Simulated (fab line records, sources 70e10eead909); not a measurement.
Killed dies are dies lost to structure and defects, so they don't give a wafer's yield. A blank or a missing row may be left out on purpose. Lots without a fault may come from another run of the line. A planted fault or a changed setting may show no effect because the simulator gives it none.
Which tool did it? | flow nand_harc | 14 lots, 42 wafers sampled, at 4 steps of a route of 1159

WHAT THE GAUGES READ, wafer by wafer
NHARC_P_CONTACT_OVL_MEAS_13. Usual: overlay_x_nm 0.3 nm, standard deviation 0.86; overlay_y_nm 0.2 nm, standard deviation 0.94.
lot  | measured     | on         | overlay_x_nm (nm) | overlay_y_nm (nm) | flag
L226 | day 5 16:43  | overlay-01 | 0.9 0.5 0.6       | -0.9 -0.6 -0.4    |
L229 | day 6 03:16  | overlay-01 | 1.4 1.6 1.8       | 1.4 0.4 0.8       |
L231 | day 6 15:37  | overlay-02 | -0.4 -0.8 -0.7    | -1.3 -0.9 -1.3    |
L232 | day 7 07:40  | overlay-01 | 0.6 0.1 0.0       | -0.2 -0.7 -0.3    |
L233 | day 7 08:47  | overlay-01 | 1.2 1.3 1.1       | 0.2 0.3 0.7       |
L234 | day 7 15:28  | overlay-02 | 0.9 0.5 0.8       | 0.0 0.4 0.5       |
L236 | day 8 06:10  | overlay-01 | 0.5 0.6 0.3       | 1.2 1.3 1.2       |
L238 | day 8 18:41  | overlay-02 | -0.8 -0.8 -0.1    | 1.1 0.5 0.9       |
L237 | day 8 19:37  | overlay-02 | 0.5 0.2 0.4       | -0.5 -0.3 -0.6    |
L242 | day 9 09:32  | overlay-01 | - - -             | - - -             | OFF
L244 | day 9 21:49  | overlay-01 | - - -             | - - -             | OFF
L243 | day 9 22:21  | overlay-01 | -0.3 -0.3 -0.8    | -1.6 -0.7 -1.0    |
L246 | day 10 13:05 | overlay-01 | 0.3 0.0 0.6       | 0.4 0.3 0.3       |
L249 | day 11 02:00 | overlay-01 | 0.4 0.8 0.8       | -0.2 0.0 0.0      |

WHICH TOOL RAN EACH LOT (tool, then ch and the chambers of the sampled wafers, then the start)
lot  | NHARC_P_GATE_DESCUM_93             | NHARC_P_GATE_RTA_80              | NHARC_P_CONTACT_PEB_10
L226 | rie_diel-08 ch 0,1,3, day 5 11:55  | rtp_anneal-02 ch 0, day 5 14:21  | litho_track-01 ch 0, day 5 16:32
L229 | rie_diel-08 ch 0,1, day 5 22:25    | rtp_anneal-01 ch 0, day 6 00:43  | litho_track-04 ch 0, day 6 03:06
L231 | rie_diel-05 ch 2,3, day 6 10:56    | rtp_anneal-02 ch 0, day 6 13:16  | litho_track-06 ch 0, day 6 15:27
L232 | rie_diel-05 ch 1,2, day 7 02:30    | rtp_anneal-02 ch 0, day 7 05:10  | litho_track-04 ch 0, day 7 07:29
L233 | rie_diel-05 ch 1,2,3, day 7 04:06  | rtp_anneal-02 ch 0, day 7 06:25  | litho_track-01 ch 0, day 7 08:37
L234 | rie_diel-11 ch 0,1,2, day 7 10:23  | rtp_anneal-01 ch 0, day 7 12:41  | litho_track-06 ch 0, day 7 15:18
L236 | rie_diel-11 ch 1,2, day 8 01:24    | rtp_anneal-02 ch 0, day 8 03:58  | litho_track-04 ch 0, day 8 06:00
L238 | rie_diel-08 ch 0,2, day 8 14:06    | rtp_anneal-01 ch 0, day 8 16:23  | litho_track-01 ch 0, day 8 18:31
L237 | rie_diel-05 ch 1,2,3, day 8 14:44  | rtp_anneal-01 ch 0, day 8 17:16  | litho_track-06 ch 0, day 8 19:27
L242 | rie_diel-08 ch 1,2,3, day 9 04:03  | rtp_anneal-01 ch 0, day 9 07:13  | litho_track-06, day 9 09:22
L244 | rie_diel-05 ch 1,2,3, day 9 16:57  | rtp_anneal-01 ch 0, day 9 19:33  | litho_track-06, day 9 21:38
L243 | rie_diel-05 ch 1,3, day 9 17:25    | rtp_anneal-02 ch 0, day 9 20:08  | litho_track-01 ch 0, day 9 22:11
L246 | rie_diel-08 ch 0,2,3, day 10 08:26 | rtp_anneal-01 ch 0, day 10 10:46 | litho_track-01 ch 0, day 10 12:55
L249 | rie_diel-05 ch 1,2,3, day 10 21:21 | rtp_anneal-02 ch 0, day 10 23:37 | litho_track-01 ch 0, day 11 01:49
- NHARC_P_GATE_DESCUM_93: chemistry O2, time 3 s.
- NHARC_P_GATE_RTA_80: time 30 s.
- NHARC_P_CONTACT_PEB_10: peb time 65 s.

WHAT THE TOOLS THEMSELVES READ (means of the sampled wafers that have a number; where no wafer has one, the mark that the record gives instead)
NHARC_P_GATE_DESCUM_93. Usual: drypump_motor_current_A 5.8 A, standard deviation 0.38; oes_product_au 1.000 a.u., standard deviation 0.0073; rf_vpp_V 58.0 V, standard deviation 0.88; showerhead_plenum_p_Torr 1.98 Torr, standard deviation 0.079; throttle_valve_pct 11.313 %, standard deviation 0.0093.
lot  | tool        | drypump_motor_current_A (A) | oes_product_au (a.u.) | rf_vpp_V (V) | showerhead_plenum_p_Torr (Torr) | throttle_valve_pct (%) | flag
L226 | rie_diel-08 | 5.8                         | 0.999                 | 58.0         | 1.90                            | 11.304                 |
L229 | rie_diel-08 | 5.8                         | 0.996                 | 58.1         | 1.88                            | 11.312                 |
L231 | rie_diel-05 | 6.1                         | 1.003                 | 58.3         | 2.00                            | 11.310                 |
L232 | rie_diel-05 | 5.9                         | 1.003                 | 58.3         | 2.00                            | 11.311                 |
L233 | rie_diel-05 | 5.8                         | 1.004                 | 58.0         | 2.02                            | 11.327                 |
L234 | rie_diel-11 | 6.0                         | 0.999                 | 57.1         | 1.96                            | 11.304                 |
L236 | rie_diel-11 | 6.0                         | 1.002                 | 57.8         | 1.97                            | 11.308                 |
L238 | rie_diel-08 | 5.6                         | 0.999                 | 57.4         | 2.05                            | 11.300                 |
L237 | rie_diel-05 | 5.8                         | 0.999                 | 58.6         | 2.01                            | 11.305                 |
L242 | rie_diel-08 | 5.5                         | 0.998                 | 57.9         | 1.91                            | 11.329                 |
L244 | rie_diel-05 | 5.8                         | 1.000                 | 57.5         | 2.01                            | 11.321                 |
L243 | rie_diel-05 | 5.5                         | 0.997                 | 57.6         | 2.03                            | 11.310                 |
L246 | rie_diel-08 | 5.7                         | 0.998                 | 57.6         | 1.97                            | 11.304                 |
L249 | rie_diel-05 | 5.8                         | 1.000                 | 58.8         | 2.01                            | 11.309                 |

NHARC_P_GATE_RTA_80. Usual: anneal_temp_c_max 301.4, standard deviation 0.32; lamp_zone_7_pct 2.22 %, standard deviation 0.21; wafer_temp_C_max 301.3, standard deviation 0.34.
lot  | tool          | anneal_temp_c_max | lamp_zone_7_pct (%) | wafer_temp_C_max | flag
L226 | rtp_anneal-02 | 301.8             | 2.02                | 301.2            |
L229 | rtp_anneal-01 | 301.3             | 2.45                | 300.9            |
L231 | rtp_anneal-02 | 301.7             | 2.02                | 301.3            |
L232 | rtp_anneal-02 | 301.4             | 2.03                | 301.4            |
L233 | rtp_anneal-02 | 301.2             | 2.02                | 301.5            |
L234 | rtp_anneal-01 | 301.0             | 2.47                | 301.5            |
L236 | rtp_anneal-02 | 301.1             | 2.02                | 301.0            |
L238 | rtp_anneal-01 | 301.4             | 2.45                | 301.2            |
L237 | rtp_anneal-01 | 301.3             | 2.45                | 301.4            |
L242 | rtp_anneal-01 | 301.1             | 2.45                | 301.5            |
L244 | rtp_anneal-01 | 301.4             | 2.45                | 301.0            |
L243 | rtp_anneal-02 | 301.7             | 2.02                | 301.3            |
L246 | rtp_anneal-01 | 301.3             | 2.45                | 301.5            |
L249 | rtp_anneal-02 | 301.6             | 2.02                | 301.1            |

NHARC_P_CONTACT_PEB_10. Usual: chill_plate_temp_C 23.01 C, standard deviation 0.099; exhaust_pa 45.1 Pa, standard deviation 0.87; heater_power_total_W 156.6 W, standard deviation 0.41.
lot  | tool           | chill_plate_temp_C (C) | exhaust_pa (Pa) | heater_power_total_W (W) | flag
L226 | litho_track-01 | 23.11                  | 45.8            | 156.7                    |
L229 | litho_track-04 | 22.98                  | 46.3            | 156.5                    |
L231 | litho_track-06 | 22.91                  | 45.8            | 156.9                    |
L232 | litho_track-04 | 23.07                  | 44.6            | 156.2                    |
L233 | litho_track-01 | 23.06                  | 45.3            | 156.4                    |
L234 | litho_track-06 | 23.00                  | 45.0            | 156.8                    |
L236 | litho_track-04 | 23.01                  | 45.5            | 156.1                    |
L238 | litho_track-01 | 22.89                  | 45.8            | 156.4                    |
L237 | litho_track-06 | 23.13                  | 44.9            | 156.6                    |
L242 | litho_track-06 | -                      | -               | -                        | OFF
L244 | litho_track-06 | -                      | -               | -                        | OFF
L243 | litho_track-01 | 22.94                  | 44.3            | 156.8                    |
L246 | litho_track-01 | 23.11                  | 45.4            | 156.5                    |
L249 | litho_track-01 | 23.12                  | 44.5            | 156.6                    |

THE ANSWER, worked out from the rows above alone
Rule: a lot is off if the mean of its wafers that have a number lies more than 3 standard deviations from the usual mean. A lot without any number at a reading at which 4 lots or more have one is off too. The other lots that the step has rows for count as sound. The gauges are gone through in route order, then the tools' own readings, and for those a lot's mean is taken as printed above. The first step at which some lot is off is used, and at that step the reading that is off furthest; a lot without a number counts as furthest.
Off: L242, L244, at NHARC_P_CONTACT_OVL_MEAS_13 (overlay_x_nm). Without a number there: L242, L244.
A tool fits if, at a process step before that reading, it ran every lot that is off, and no sound lot after the first of them. The gauges at NHARC_P_CONTACT_OVL_MEAS_13 aren't tried: what is off there is off at NHARC_P_CONTACT_PEB_10 too, on other tools, and a gauge's error can't cause that. One fits: litho_track-06 at NHARC_P_CONTACT_PEB_10. Its last sound lot is L237 (day 8 19:27), its first lot that is off L242 (day 9 09:22): a fault that began between those two fits.
Blank at NHARC_P_CONTACT_PEB_10 on the lots that are off, where sound lots have numbers: chill_plate_temp_C, exhaust_pa, heater_power_total_W.

WHAT THE SIMULATOR HAD PUT IN
Skipped step whole: litho_track-06, from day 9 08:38 on, at NHARC_P_CONTACT_PEB_10. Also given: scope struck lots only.
Lots struck among those shown: L242, L244. The rule above found the same.
